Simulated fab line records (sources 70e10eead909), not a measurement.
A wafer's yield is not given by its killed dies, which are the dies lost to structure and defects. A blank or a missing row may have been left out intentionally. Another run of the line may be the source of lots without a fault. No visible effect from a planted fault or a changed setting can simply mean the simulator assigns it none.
fab line records	flow nand-harc
record: lots: 24	wafers: 72	last-day: 24
route steps=1159 shown A_STAIRCASE@676
lots that met no fault: from a run of the same line without faults
start-h: hours from the record's opening day to when the first of the lot's shown wafers began	wait-h: hours since the lot's step before	" as in the row above	L1.1+2: a row that stands for several wafers	- value missing, or start not given	* or withheld: withheld	< > ~ a bound
route shown NAME@n: a module of which the file shows steps, and the number in the route of the first	usual: mean/standard deviation taken from wafers without a fault	same: alike in all rows	chamber/n: place in a boat	sites: readings site by site	_std_site: how widely they spread, as a standard deviation	_edge_site: outer sites' mean less inner sites'	radius-mm: how far each site lies from the wafer's centre	mask NAME#n: copy n	behind: the last tool/chamber to shape the wafer	hold: why the lot was held/for how many hours/how that ended	device: the transistor (n, p or np) that didn't switch	end of line: at the end of the route, the tests of the same wafers	a step with no rows: only its recipe	killed: at the first sort, the dies lost to defects and structure; wafer yield is something else	map: the dies of a wafer, with x for killed, . for not killed, _ for no die there
set.NAME: the setting that was run; set.NAME@STEP: the one run at that earlier step	model.NAME: the simulator's own value behind a step, which no gauge read
the route's steps for a sample of lots (tables are steps, rows are wafers)
services: from which hour (start-h, from the record's first day; less than 0 if before it) a tool's chamber was out of use, for how many hours, and why
== steps ==
step: NHARC_A_STAIRCASE_DEP_301
recipe: target-thk-a: 300	target-thk-nm: 30	temp-c: 400	pressure-torr: 3.5	flow-sccm: 200	rf-w: 350	material: SiON
usual: heater-power-w: 726/110
lot.wafer	tool	chamber	start-h	wait-h	heater-power-w
L074.2	pecvd-03	2	247.72	1.3	614
L074.4	"	1	"	"	837
L074.6	"	0	"	"	748
L075.3	pecvd-02	1	267.06	1.0	845
L075.1	"	0	"	"	711
L075.6	"	2	"	"	659
L076.1	pecvd-03	2	271.33	1.6	556
L076.2	"	0	"	"	732
L076.6	"	0	"	"	724
L079.1	pecvd-02	2	279.63	1.6	617
L079.4	"	1	"	"	867
L079.6	"	0	"	"	724
L077.2	pecvd-04	0	280.24	1.3	603
L077.5	"	2	"	"	953
L077.4	"	1	"	"	680
L078.1	pecvd-04	0	284.26	1.6	702
L078.6	"	2	"	"	983
L078.5	"	0	"	"	725
L080.1	pecvd-02	2	298.46	1.6	663
L080.2	"	0	"	"	624
L080.4	"	0	"	"	643
L082.4	pecvd-02	0	301.53	0.8	707
L082.6	"	1	"	"	872
L082.5	"	2	"	"	598
L081.2	pecvd-03	2	308.34	1.2	493
L081.4	"	2	"	"	494
L081.6	"	1	"	"	699
L083.2	pecvd-03	1	315.42	1.3	792
L083.6	"	0	"	"	775
L083.5	"	1	"	"	796
L084.2	pecvd-04	2	315.79	1.2	931
L084.3	"	0	"	"	630
L084.5	"	0	"	"	624
L087.1	pecvd-03	1	326.89	1.6	703
L087.6	"	1	"	"	706
L087.5	"	0	"	"	805
L086.2	pecvd-02	2	330.41	1.3	685
L086.1	"	0	"	"	740
L086.5	"	2	"	"	701
L085.2	pecvd-04	1	334.87	1.2	613
L085.3	"	0	"	"	705
L085.5	"	2	"	"	907
L088.1	pecvd-03	0	347.18	1.6	796
L088.3	"	1	"	"	786
L088.6	"	0	"	"	778
L089.2	pecvd-04	0	349.24	1.4	593
L089.5	"	1	"	"	625
L089.6	"	2	"	"	948
L091.2	pecvd-04	0	350.88	1.3	683
L091.6	"	1	"	"	718
L091.4	"	2	"	"	922
L090.2	pecvd-02	2	356.70	1.3	678
L090.5	"	2	"	"	672
L090.4	"	0	"	"	765
L092.2	pecvd-04	0	360.39	1.3	635
L092.6	"	0	"	"	611
L092.4	"	1	"	"	730
L094.2	pecvd-03	2	379.58	1.3	576
L094.6	"	1	"	"	815
L094.5	"	0	"	"	713
L095.3	pecvd-02	2	383.47	1.6	671
L095.1	"	1	"	"	760
L095.6	"	0	"	"	711
L093.1	pecvd-03	1	383.51	2.1	793
L093.2	"	2	"	"	584
L093.6	"	0	"	"	770
L096.1	pecvd-02	2	388.32	1.8	651
L096.5	"	0	"	"	649
L096.4	"	2	"	"	669
L097.3	pecvd-03	1	397.33	1.0	743
L097.4	"	0	"	"	779
L097.6	"	1	"	"	754
step: NHARC_A_STAIRCASE_STRIP_476
recipe: time-s: 20	o2-flow-sccm: 500	ar-flow-sccm: 0	bias-w: 0	chemistry: O2
usual: drypump-motor-current-A: 5.6/0.4	oes-product-au: 0.994/0.013	rf-vpp-V: 58.0/0.81	showerhead-plenum-p-Torr: 3.61/0.13	throttle-valve-pct: 17.035/0.0084
lot.wafer	tool	chamber	start-h	wait-h	drypump-motor-current-A	oes-product-au	rf-hours-counter-h	rf-vpp-V	showerhead-plenum-p-Torr	throttle-valve-pct
L074.2	rie-diel-06	1	253.95	0.1	5.7	0.983	1	58.9	3.45	17.049
L074.4	"	3	"	"	4.9	0.992	-	56.2	3.69	17.019
L074.6	"	1	"	"	5.7	0.997	-	58.3	3.45	17.026
L075.3	rie-diel-06	2	272.16	0.1	5.5	1.017	4	58.0	3.71	17.040
L075.1	"	3	"	"	4.9	0.991	6	58.2	3.69	17.044
L075.6	"	1	"	"	5.7	0.991	-	56.7	3.44	17.040
L076.1	rie-diel-07	3	276.43	0.2	5.8	1.008	16	57.7	3.60	17.020
L076.2	"	1	"	"	5.9	0.980	14	57.7	3.57	17.042
L076.6	"	2	"	"	6.3	0.988	-	59.1	3.80	17.033
L079.1	rie-diel-06	0	285.20	0.1	5.6	0.996	12	59.2	3.60	17.025
L079.4	"	1	"	"	5.7	0.971	13	58.8	3.44	17.029
L079.6	"	2	"	"	5.5	1.007	-	57.9	3.70	17.046
L077.4	rie-diel-06	0	286.80	0.1	5.6	0.993	13	58.3	3.60	17.030
L077.2	"	3	"	"	4.8	0.982	12	57.2	3.68	17.054
L077.5	"	1	"	"	5.7	0.981	-	56.7	3.44	17.059
L078.1	rie-diel-06	0	289.41	0.1	5.7	0.995	14	58.0	3.60	17.043
L078.6	"	1	"	"	5.7	0.975	-	59.1	3.44	17.034
L078.5	"	2	"	"	5.5	1.017	-	59.2	3.70	17.028
L080.1	rie-diel-06	2	303.45	0.1	5.5	1.020	16	58.3	3.70	17.037
L080.2	"	3	"	"	4.8	0.974	17	58.8	3.68	17.036
L080.4	"	0	"	"	5.6	1.003	-	57.8	3.60	17.035
L082.4	rie-diel-07	0	306.36	0.1	5.3	0.994	27	56.5	3.71	17.028
L082.5	"	2	"	"	6.3	0.974	-	57.7	3.79	17.043
L082.6	"	3	"	"	5.8	1.014	-	58.7	3.59	17.047
L081.4	rie-diel-07	0	314.86	0.1	5.3	0.997	29	58.9	3.70	17.040
L081.2	"	1	"	"	5.9	0.990	28	57.6	3.56	17.043
L081.6	"	1	"	"	5.9	0.998	-	59.0	3.56	17.033
L083.2	rie-diel-07	1	320.48	0.1	5.8	0.978	29	59.0	3.56	17.034
L083.5	"	3	"	"	5.8	0.998	-	56.9	3.59	17.033
L083.6	"	0	"	"	5.3	0.986	-	58.3	3.70	17.028
L084.2	rie-diel-07	3	321.88	0.1	5.8	1.016	32	57.4	3.59	17.051
L084.3	"	0	"	"	5.3	1.010	31	58.3	3.70	17.032
L084.5	"	2	"	"	6.3	0.986	-	57.2	3.79	17.031
L087.1	rie-diel-07	3	331.87	0.1	5.8	1.017	36	58.7	3.59	17.033
L087.5	"	1	"	"	5.9	0.986	-	60.2	3.56	17.019
L087.6	"	2	"	"	6.3	0.983	-	58.4	3.79	17.037
L086.1	rie-diel-06	3	335.73	0.1	4.8	0.992	30	57.4	3.67	17.032
L086.2	"	0	"	"	5.7	0.996	32	57.8	3.59	17.035
L086.5	"	3	"	"	4.8	0.996	-	59.0	3.67	17.038
L085.3	rie-diel-13	1	339.91	0.1	6.1	0.990	22	59.6	3.52	17.036
L085.2	"	3	"	"	5.5	0.993	22	57.4	3.29	17.025
L085.5	"	0	"	"	6.0	0.987	-	58.9	3.80	17.041
L088.1	rie-diel-07	2	352.51	0.1	6.3	1.000	44	59.5	3.78	17.051
L088.3	"	3	"	"	5.8	1.005	43	56.6	3.58	17.028
L088.6	"	3	"	"	5.8	1.015	-	58.9	3.58	17.030
L089.2	rie-diel-06	2	354.21	0.1	5.5	1.002	34	58.1	3.69	17.042
L089.5	"	3	"	"	4.8	0.998	-	58.0	3.67	17.026
L089.6	"	0	"	"	5.7	1.007	-	58.5	3.58	17.031
L091.4	rie-diel-06	2	355.95	0.1	5.5	1.001	34	57.5	3.69	17.043
L091.2	"	3	"	"	4.8	0.996	36	58.1	3.67	17.053
L091.6	"	3	"	"	4.8	0.997	-	57.7	3.67	17.048
L090.4	rie-diel-07	0	363.86	0.1	5.3	0.999	46	58.8	3.70	17.030
L090.2	"	1	"	"	5.9	0.990	48	58.3	3.55	17.037
L090.5	"	1	"	"	5.9	0.990	-	57.5	3.55	17.029
L092.4	rie-diel-13	2	367.81	0.1	5.3	0.988	19	57.4	3.46	17.026
L092.2	"	0	"	"	5.9	0.985	31	58.6	3.79	17.029
L092.6	"	2	"	"	5.4	0.991	-	57.7	3.46	17.043
L094.2	rie-diel-07	0	384.85	0.2	5.3	1.000	54	57.9	3.69	17.043
L094.6	"	3	"	"	5.8	1.019	-	57.6	3.58	17.029
L094.5	"	0	"	"	5.3	0.996	-	58.1	3.69	17.019
L095.3	rie-diel-06	3	388.54	0.1	4.8	0.987	49	58.7	3.66	17.025
L095.1	"	0	"	"	5.7	1.000	51	58.0	3.58	17.034
L095.6	"	2	"	"	5.5	1.007	-	57.2	3.68	17.025
L093.1	rie-diel-13	2	389.65	0.1	5.4	0.994	28	58.7	3.46	17.043
L093.2	"	1	"	"	6.1	0.981	41	57.5	3.51	17.035
L093.6	"	2	"	"	5.4	1.004	-	56.6	3.46	17.039
L096.4	rie-diel-13	0	393.30	0.1	5.9	0.993	44	57.9	3.78	17.028
L096.1	"	2	"	"	5.3	0.996	29	58.7	3.46	17.049
L096.5	"	0	"	"	5.9	0.981	-	57.9	3.78	17.045
L097.3	rie-diel-06	0	402.37	0.2	5.6	0.998	55	58.1	3.57	17.032
L097.4	"	2	"	"	5.5	1.008	51	57.5	3.68	17.022
L097.6	"	1	"	"	5.7	0.979	-	57.4	3.42	17.043
step: NHARC_A_STAIRCASE_DEP_322
recipe: target-thk-a: 38000	temp-c: 400	target-thk-nm: 3800	teos-flow-sccm: 200	rf-w: 500	material: SiO2
usual: heater-power-w: 620/99
lot.wafer	tool	chamber	start-h	wait-h	heater-power-w
L074.2	pecvd-03	1	270.61	0.3	778
L074.4	"	0	"	"	591
L074.6	"	1	"	"	624
L075.1	pecvd-04	0	293.95	0.2	654
L075.3	"	1	"	"	556
L075.6	"	2	"	"	739
L076.2	pecvd-04	1	298.13	0.2	649
L076.1	"	2	"	"	768
L076.6	"	0	"	"	544
L077.2	pecvd-04	2	305.05	0.1	755
L077.5	"	0	"	"	541
L077.4	"	1	"	"	544
L079.1	pecvd-03	2	305.06	0.1	553
L079.4	"	2	"	"	432
L079.6	"	0	"	"	627
L078.1	pecvd-02	2	310.86	0.3	631
L078.6	"	1	"	"	663
L078.5	"	2	"	"	532
L080.1	pecvd-03	2	325.81	0.2	465
L080.2	"	0	"	"	679
L080.4	"	0	"	"	617
L082.4	pecvd-04	2	325.98	0.4	753
L082.5	"	0	"	"	548
L082.6	"	1	"	"	555
L081.2	pecvd-03	1	338.05	0.1	685
L081.4	"	1	"	"	599
L081.6	"	0	"	"	620
L083.2	pecvd-04	1	342.67	0.2	643
L083.6	"	0	"	"	533
L083.5	"	2	"	"	772
L084.2	pecvd-03	2	342.68	0.2	542
L084.3	"	0	"	"	674
L084.5	"	1	"	"	593
L087.1	pecvd-02	0	354.40	0.1	669
L087.5	"	1	"	"	648
L087.6	"	2	"	"	527
L086.1	pecvd-03	2	354.71	0.4	509
L086.2	"	0	"	"	654
L086.5	"	2	"	"	435
L085.3	pecvd-03	2	359.22	0.2	472
L085.2	"	0	"	"	721
L085.5	"	2	"	"	453
L088.1	pecvd-04	2	372.16	0.1	829
L088.3	"	1	"	"	593
L088.6	"	0	"	"	541
L089.2	pecvd-02	2	372.26	0.2	570
L089.6	"	1	"	"	644
L089.5	"	2	"	"	533
L091.2	pecvd-03	1	379.95	0.3	716
L091.6	"	0	"	"	613
L091.4	"	1	"	"	599
L090.2	pecvd-02	1	385.68	0.1	783
L090.5	"	1	"	"	636
L090.4	"	2	"	"	529
L092.2	pecvd-03	2	385.90	0.3	560
L092.6	"	2	"	"	451
L092.4	"	0	"	"	633
L094.2	pecvd-04	2	405.84	0.1	750
L094.6	"	2	"	"	700
L094.5	"	1	"	"	564
L095.3	pecvd-03	0	409.74	0.1	737
L095.1	"	1	"	"	640
L095.6	"	2	"	"	454
L093.2	pecvd-02	2	409.74	0.1	606
L093.1	"	1	"	"	729
L093.6	"	2	"	"	515
L096.1	pecvd-02	0	415.03	0.1	598
L096.5	"	1	"	"	632
L096.4	"	2	"	"	512
L097.3	pecvd-04	1	422.56	0.3	654
L097.6	"	0	"	"	479
L097.4	"	1	"	"	557
step: NHARC_A_STAIRCASE_DESCUM_443
recipe: time-s: 3	o2-flow-sccm: 200	ar-flow-sccm: 0	bias-power-w: 0	chemistry: O2
usual: drypump-motor-current-A: 5.6/0.37	oes-product-au: 0.992/0.012	rf-vpp-V: 57.9/0.87	showerhead-plenum-p-Torr: 1.94/0.087	throttle-valve-pct: 11.311/0.009
lot.wafer	tool	chamber	start-h	wait-h	drypump-motor-current-A	oes-product-au	rf-hours-counter-h	rf-vpp-V	showerhead-plenum-p-Torr	throttle-valve-pct
L074.2	rie-diel-07	1	286.10	-	5.8	0.986	20	56.0	1.93	11.326
L074.4	"	3	"	"	5.7	1.012	21	58.0	1.95	11.299
L074.6	"	1	"	"	5.8	0.980	-	58.8	1.93	11.323
L076.1	rie-diel-06	2	313.24	-	5.5	1.012	18	57.9	2.01	11.301
L076.2	"	3	"	"	4.8	0.973	19	57.1	2.00	11.323
L076.6	"	2	"	"	5.5	1.012	-	57.4	2.01	11.319
L075.1	rie-diel-13	3	313.39	-	5.5	0.993	8	57.9	1.78	11.302
L075.3	"	1	"	"	6.1	0.972	9	57.0	1.91	11.317
L075.6	"	3	"	"	5.5	0.998	-	57.1	1.78	11.294
L079.4	rie-diel-06	2	321.45	-	5.5	1.015	21	59.0	2.01	11.302
L079.1	"	0	"	"	5.6	1.011	25	58.7	1.95	11.297
L079.6	"	3	"	"	4.8	0.985	-	56.5	2.00	11.328
L077.4	rie-diel-13	2	321.47	-	5.3	0.984	9	58.3	1.88	11.307
L077.2	"	1	"	"	6.1	0.984	12	57.4	1.91	11.308
L077.5	"	2	"	"	5.3	0.986	-	57.9	1.88	11.300
L078.1	rie-diel-13	1	328.04	-	6.1	0.972	17	57.2	1.91	11.324
L078.5	"	0	"	"	5.9	0.996	-	56.9	2.07	11.333
L078.6	"	1	"	"	6.1	0.975	-	59.7	1.91	11.299
L080.2	rie-diel-07	1	340.48	-	5.9	0.977	37	58.0	1.93	11.314
L080.4	"	3	"	"	5.7	1.014	39	57.9	1.95	11.318
L080.1	"	0	"	"	5.3	0.997	37	57.6	2.01	11.299
L082.4	rie-diel-06	3	340.66	-	4.8	0.985	32	59.3	2.00	11.312
L082.5	"	1	"	"	5.7	0.995	-	57.6	1.86	11.300
L082.6	"	2	"	"	5.5	1.003	-	58.7	2.01	11.299
L084.3	rie-diel-07	0	357.41	-	5.3	1.005	43	57.9	2.01	11.316
L084.2	"	2	"	"	6.3	0.985	46	58.5	2.06	11.306
L084.5	"	0	"	"	5.3	0.992	-	59.6	2.01	11.321
L081.2	rie-diel-06	0	357.57	-	5.6	1.009	37	58.1	1.95	11.309
L081.4	"	1	"	"	5.6	0.977	36	57.5	1.85	11.321
L081.6	"	2	"	"	5.5	1.018	-	58.7	2.01	11.303
L083.2	rie-diel-13	0	357.81	-	5.9	0.978	26	57.2	2.07	11.301
L083.6	"	0	"	"	5.9	0.992	-	58.2	2.07	11.316
L083.5	"	1	"	"	6.1	0.966	-	58.1	1.91	11.309
L086.2	rie-diel-06	2	369.91	-	5.5	0.997	39	56.7	2.01	11.306
L086.1	"	3	"	"	4.8	0.992	42	57.3	1.99	11.306
L086.5	"	2	"	"	5.5	1.002	-	57.2	2.01	11.297
L087.1	rie-diel-13	0	370.10	-	5.9	0.986	32	59.5	2.07	11.297
L087.6	"	1	"	"	6.1	0.968	-	57.2	1.90	11.312
L087.5	"	2	"	"	5.3	0.993	-	57.9	1.88	11.313
L085.3	rie-diel-13	1	377.86	-	6.1	0.978	36	55.9	1.90	11.300
L085.2	"	3	"	"	5.5	1.006	35	57.5	1.77	11.311
L085.5	"	1	"	"	6.1	0.959	-	58.6	1.90	11.313
L089.2	rie-diel-13	2	390.70	-	5.3	0.996	28	57.8	1.87	11.317
L089.5	"	2	"	"	5.3	1.006	-	57.8	1.87	11.325
L089.6	"	3	"	"	5.5	0.996	-	56.2	1.77	11.317
L088.3	rie-diel-06	0	390.85	-	5.6	1.000	51	56.4	1.94	11.299
L088.1	"	1	"	"	5.7	0.986	49	59.0	1.85	11.311
L088.6	"	1	"	"	5.7	0.990	-	56.4	1.85	11.308
L091.4	rie-diel-06	3	396.61	-	4.8	0.984	51	58.4	1.99	11.321
L091.2	"	0	"	"	5.6	1.007	52	56.9	1.94	11.303
L091.6	"	1	"	"	5.6	0.990	-	58.1	1.85	11.315
L092.2	rie-diel-13	0	400.54	-	5.9	0.995	45	58.5	2.06	11.308
L092.6	"	2	"	"	5.3	1.000	-	57.4	1.87	11.319
L092.4	"	3	"	"	5.5	1.014	-	57.4	1.77	11.323
L090.4	rie-diel-07	1	400.68	-	5.8	1.000	60	59.5	1.92	11.321
L090.2	"	2	"	"	6.3	1.001	61	57.5	2.06	11.307
L090.5	"	2	"	"	6.3	0.992	-	56.6	2.06	11.317
L093.1	rie-diel-07	1	426.05	-	5.9	1.003	4	59.0	1.92	11.305
L093.2	"	0	"	"	5.3	0.980	3	58.7	2.00	11.327
L093.6	"	2	"	"	6.2	0.996	-	58.4	2.05	11.298
L094.2	rie-diel-07	2	426.17	-	6.3	1.006	4	58.1	2.05	11.315
L094.6	"	0	"	"	5.3	0.991	-	59.4	2.00	11.326
L094.5	"	1	"	"	5.9	1.001	-	58.8	1.92	11.317
L095.1	rie-diel-13	0	426.69	-	5.9	0.983	55	57.5	2.06	11.309
L095.3	"	1	"	"	6.1	0.985	48	56.2	1.90	11.301
L095.6	"	1	"	"	6.1	0.996	-	57.4	1.90	11.308
L096.1	rie-diel-07	0	433.10	-	5.3	0.986	8	58.0	2.00	11.318
L096.4	"	2	"	"	6.3	0.998	7	59.6	2.05	11.322
L096.5	"	0	"	"	5.3	0.992	-	57.3	2.00	11.303
L097.3	rie-diel-06	0	438.31	-	5.6	0.984	3	58.2	1.94	11.317
L097.4	"	2	"	"	5.5	1.005	3	58.0	2.00	11.321
L097.6	"	3	"	"	4.8	0.971	-	58.8	1.99	11.320
step: NHARC_A_STAIRCASE_ETCHBACK_422
recipe: target-depth-a: 400	over-etch-frac: 0.3	time-s: 74.286	ion-energy-ev: 120	ch3f-flow-sccm: 50	o2-flow-sccm: 30	ar-flow-sccm: 200	rf-w: 500	bias-w: 100	chemistry: CH3F/O2
usual: drypump-motor-current-A: 5.6/0.37	oes-product-au: 0.95/0.035	rf-vpp-V: 244.6/1.8	showerhead-plenum-p-Torr: 2.49/0.11	throttle-valve-pct: 20.664/0.009
lot.wafer	tool	chamber	start-h	wait-h	drypump-motor-current-A	oes-product-au	rf-hours-counter-h	rf-vpp-V	showerhead-plenum-p-Torr	throttle-valve-pct
L074.2	rie-diel-06	3	289.99	0.2	4.8	0.92	13	247.4	2.57	20.661
L074.4	"	0	"	"	5.6	0.92	14	245.7	2.51	20.662
L074.6	"	2	"	"	5.5	1.01	-	247.1	2.58	20.649
L076.2	rie-diel-13	1	316.95	0.2	6.1	0.97	11	243.5	2.45	20.659
L076.1	"	3	"	"	5.5	1.00	11	241.1	2.29	20.653
L076.6	"	0	"	"	5.9	0.99	-	247.5	2.66	20.670
L075.3	rie-diel-06	2	317.33	0.1	5.5	0.94	20	246.3	2.58	20.663
L075.1	"	3	"	"	4.8	0.92	22	246.5	2.57	20.667
L075.6	"	2	"	"	5.5	0.94	-	247.1	2.58	20.669
L079.1	rie-diel-13	1	325.16	0.2	6.1	0.98	15	244.0	2.45	20.655
L079.4	"	0	"	"	5.9	0.98	-	246.7	2.65	20.660
L079.6	"	1	"	"	6.1	0.98	-	243.7	2.45	20.672
L077.4	rie-diel-07	0	325.30	0.2	5.3	0.93	32	246.9	2.58	20.646
L077.2	"	1	"	"	5.9	0.92	32	246.0	2.48	20.668
L077.5	"	3	"	"	5.8	0.94	-	244.4	2.50	20.648
L078.1	rie-diel-13	3	332.24	0.2	5.5	0.99	19	241.3	2.28	20.677
L078.6	"	1	"	"	6.1	0.98	-	243.3	2.45	20.659
L078.5	"	3	"	"	5.5	1.00	-	240.8	2.28	20.665
L080.4	rie-diel-06	0	344.18	0.1	5.7	0.93	35	244.5	2.50	20.657
L080.1	"	1	"	"	5.7	0.92	33	243.0	2.39	20.686
L080.2	"	3	"	"	4.8	0.93	34	245.4	2.56	20.669
L082.4	rie-diel-13	2	344.46	0.1	5.4	0.91	12	243.3	2.42	20.658
L082.6	"	2	"	"	5.4	0.92	-	243.5	2.42	20.661
L082.5	"	3	"	"	5.5	0.92	-	240.9	2.28	20.660
L084.3	rie-diel-06	3	361.09	0.1	4.8	0.93	39	246.0	2.56	20.672
L084.2	"	2	"	"	5.5	0.92	36	245.5	2.57	20.667
L084.5	"	0	"	"	5.6	0.93	-	245.0	2.50	20.669
L081.4	rie-diel-07	1	361.49	0.1	5.8	0.91	47	244.0	2.47	20.666
L081.2	"	2	"	"	6.3	0.92	49	245.7	2.64	20.648
L081.6	"	0	"	"	5.3	0.93	-	246.3	2.58	20.655
L083.2	rie-diel-13	3	361.53	0.2	5.5	0.93	28	242.2	2.28	20.661
L083.6	"	2	"	"	5.4	0.92	-	243.4	2.41	20.681
L083.5	"	3	"	"	5.5	0.93	-	241.7	2.28	20.663
L086.1	rie-diel-07	3	373.97	0.1	5.8	0.94	51	246.8	2.50	20.636
L086.2	"	0	"	"	5.3	0.93	50	247.2	2.58	20.657
L086.5	"	2	"	"	6.3	0.92	-	247.4	2.64	20.677
L087.1	rie-diel-06	0	374.28	0.2	5.6	0.92	44	243.6	2.50	20.660
L087.6	"	1	"	"	5.7	0.91	-	242.3	2.38	20.665
L087.5	"	2	"	"	5.5	0.93	-	246.7	2.57	20.666
L085.2	rie-diel-13	3	381.60	0.1	5.5	1.00	38	242.2	2.28	20.658
L085.3	"	1	"	"	6.1	0.98	38	244.8	2.44	20.677
L085.5	"	3	"	"	5.5	1.00	-	240.8	2.28	20.668
L089.2	rie-diel-06	2	394.41	0.2	5.5	0.93	49	244.5	2.57	20.647
L089.6	"	0	"	"	5.6	0.93	-	244.8	2.49	20.658
L089.5	"	1	"	"	5.6	0.91	-	244.0	2.38	20.668
L088.3	rie-diel-06	3	394.98	0.1	4.8	0.97	51	246.1	2.55	20.686
L088.1	"	2	"	"	5.5	0.99	49	244.8	2.57	20.674
L088.6	"	3	"	"	4.8	0.98	-	244.1	2.55	20.649
L091.2	rie-diel-07	0	400.29	0.1	5.3	0.92	58	246.2	2.57	20.664
L091.4	"	2	"	"	6.3	0.91	61	247.6	2.64	20.670
L091.6	"	1	"	"	5.9	0.93	-	243.8	2.47	20.672
L090.4	rie-diel-07	1	404.41	0.1	5.8	0.99	62	244.9	2.47	20.659
L090.2	"	2	"	"	6.3	0.99	63	246.6	2.63	20.671
L090.5	"	1	"	"	5.8	1.00	-	244.6	2.47	20.666
L092.2	rie-diel-13	0	405.06	0.2	5.9	1.00	48	247.2	2.64	20.667
L092.4	"	3	"	"	5.5	1.02	-	240.9	2.27	20.660
L092.6	"	2	"	"	5.4	0.99	-	242.7	2.41	20.676
L093.2	rie-diel-07	1	430.06	0.1	5.8	0.99	6	245.2	2.46	20.672
L093.1	"	2	"	"	6.3	1.00	6	246.0	2.63	20.669
L093.6	"	2	"	"	6.3	1.00	-	248.5	2.63	20.662
L095.3	rie-diel-13	2	430.45	0.1	5.3	0.99	43	243.8	2.40	20.661
L095.1	"	0	"	"	5.9	0.98	56	247.3	2.64	20.664
L095.6	"	1	"	"	6.1	0.99	-	244.1	2.44	20.673
L094.2	rie-diel-13	1	431.44	0.2	6.1	0.91	50	245.3	2.44	20.664
L094.5	"	2	"	"	5.3	0.92	-	242.0	2.40	20.676
L094.6	"	3	"	"	5.5	0.93	-	242.5	2.27	20.667
L096.4	rie-diel-06	3	436.77	0.1	4.8	0.99	3	246.3	2.55	20.669
L096.1	"	2	"	"	5.5	1.01	3	246.1	2.56	20.654
L096.5	"	0	"	"	5.6	0.98	-	245.6	2.49	20.663
L097.3	rie-diel-13	2	442.44	0.1	5.3	0.92	47	243.5	2.40	20.655
L097.4	"	3	"	"	5.5	0.93	59	241.6	2.27	20.674
L097.6	"	2	"	"	5.3	0.93	-	242.7	2.40	20.658
step: NHARC_A_STAIRCASE_DEP_471
recipe: target-thk-a: 1000	temp-c: 400	pressure-torr: 6.5	rf-w: 900	teos-flow-sccm: 161.4	flow-sccm: 2650	target-thk-nm: 100	gas: O2	material: SiO2
usual: heater-power-w: 519/93	throttle-valve-pct: 16.0/0.33
lot.wafer	tool	chamber	start-h	wait-h	heater-power-w	throttle-valve-pct
L074.2	pecvd-04	0	290.63	-	426	16.0
L074.6	"	0	"	"	423	15.6
L074.4	"	1	"	"	539	16.0
L076.1	pecvd-03	2	317.60	-	396	16.4
L076.2	"	0	"	"	580	16.2
L076.6	"	2	"	"	411	16.1
L075.1	pecvd-04	1	317.96	-	510	15.9
L075.3	"	0	"	"	494	15.6
L075.6	"	0	"	"	496	15.8
L079.1	pecvd-04	1	326.33	-	416	15.9
L079.6	"	2	"	"	699	15.8
L079.4	"	1	"	"	415	16.0
L077.2	pecvd-03	0	326.33	-	602	16.2
L077.4	"	1	"	"	557	15.6
L077.5	"	0	"	"	613	16.5
L078.1	pecvd-03	0	333.16	-	551	16.1
L078.6	"	2	"	"	401	16.2
L078.5	"	1	"	"	564	16.0
L080.1	pecvd-03	2	345.01	-	395	16.5
L080.2	"	0	"	"	543	16.4
L080.4	"	2	"	"	403	16.5
L082.5	pecvd-03	1	345.24	-	578	15.6
L082.4	"	2	"	"	362	16.4
L082.6	"	0	"	"	551	16.4
L084.2	pecvd-03	1	361.72	-	611	15.9
L084.3	"	2	"	"	366	16.1
L084.5	"	1	"	"	614	16.3
L081.2	pecvd-04	1	362.15	-	534	16.0
L081.4	"	0	"	"	479	15.8
L081.6	"	0	"	"	480	15.7
L083.2	pecvd-04	0	362.37	-	523	15.8
L083.6	"	0	"	"	524	15.9
L083.5	"	1	"	"	458	15.8
L086.2	pecvd-04	1	374.60	-	507	16.0
L086.1	"	0	"	"	490	15.8
L086.5	"	0	"	"	485	15.5
L087.1	pecvd-02	0	374.94	-	592	15.6
L087.5	"	1	"	"	519	16.0
L087.6	"	2	"	"	506	16.2
L085.3	pecvd-03	2	382.22	-	395	16.2
L085.2	"	1	"	"	487	15.8
L085.5	"	2	"	"	389	16.4
L089.2	pecvd-02	0	395.07	-	565	15.8
L089.6	"	1	"	"	565	16.0
L089.5	"	0	"	"	581	15.9
L088.3	pecvd-04	1	395.78	-	572	15.8
L088.1	"	2	"	"	726	15.1
L088.6	"	0	"	"	486	16.0
L091.2	pecvd-02	0	400.96	-	448	15.6
L091.4	"	0	"	"	463	16.1
L091.6	"	1	"	"	653	16.1
L090.2	pecvd-03	0	405.11	-	555	16.4
L090.4	"	0	"	"	569	16.4
L090.5	"	1	"	"	514	15.7
L092.2	pecvd-03	0	405.76	-	623	16.1
L092.4	"	1	"	"	476	16.1
L092.6	"	0	"	"	640	16.2
L093.2	pecvd-04	0	430.71	-	415	16.2
L093.1	"	1	"	"	475	15.8
L093.6	"	2	"	"	570	15.3
L095.1	pecvd-04	0	431.10	-	470	16.0
L095.3	"	1	"	"	427	16.2
L095.6	"	0	"	"	463	16.2
L094.2	pecvd-03	1	432.06	-	568	15.9
L094.5	"	1	"	"	586	15.8
L094.6	"	2	"	"	392	16.3
L096.1	pecvd-04	0	437.43	-	476	15.9
L096.5	"	2	"	"	637	15.1
L096.4	"	1	"	"	494	16.0
L097.3	pecvd-03	1	443.14	-	495	16.0
L097.6	"	2	"	"	373	16.5
L097.4	"	1	"	"	494	16.2
== services ==
tool	chamber	start-h	hours	kind
rie-diel-06	2	225.22	6.5	repair
rie-diel-07	-	228.74	9.0	pm
rie-diel-06	2	239.20	17.2	repair
rie-diel-06	-	241.58	9.0	pm
rie-diel-13	-	276.13	9.0	pm
rie-diel-13	2	286.64	8.8	repair
pecvd-03	-	292.00	13.0	pm
pecvd-03	0	292.00	13.0	vent-cycle
rie-diel-06	1	303.21	7.4	repair
rie-diel-07	1	304.31	1.4	repair
pecvd-04	1	311.44	4.9	repair
pecvd-02	-	312.42	0.8	repair
rie-diel-06	-	323.32	2.1	repair
rie-diel-07	-	325.65	0.8	repair
pecvd-02	-	335.20	13.0	pm
rie-diel-06	0	338.06	2.3	repair
pecvd-04	2	360.62	4.0	repair
pecvd-04	-	376.12	13.0	pm
pecvd-04	-	390.34	2.2	repair
rie-diel-13	1	399.79	10.7	repair
rie-diel-07	-	405.74	9.0	pm
rie-diel-06	-	418.58	9.0	pm
pecvd-02	0	438.09	21.0	repair
rie-diel-13	-	442.55	0.3	repair
== key ==
fault none
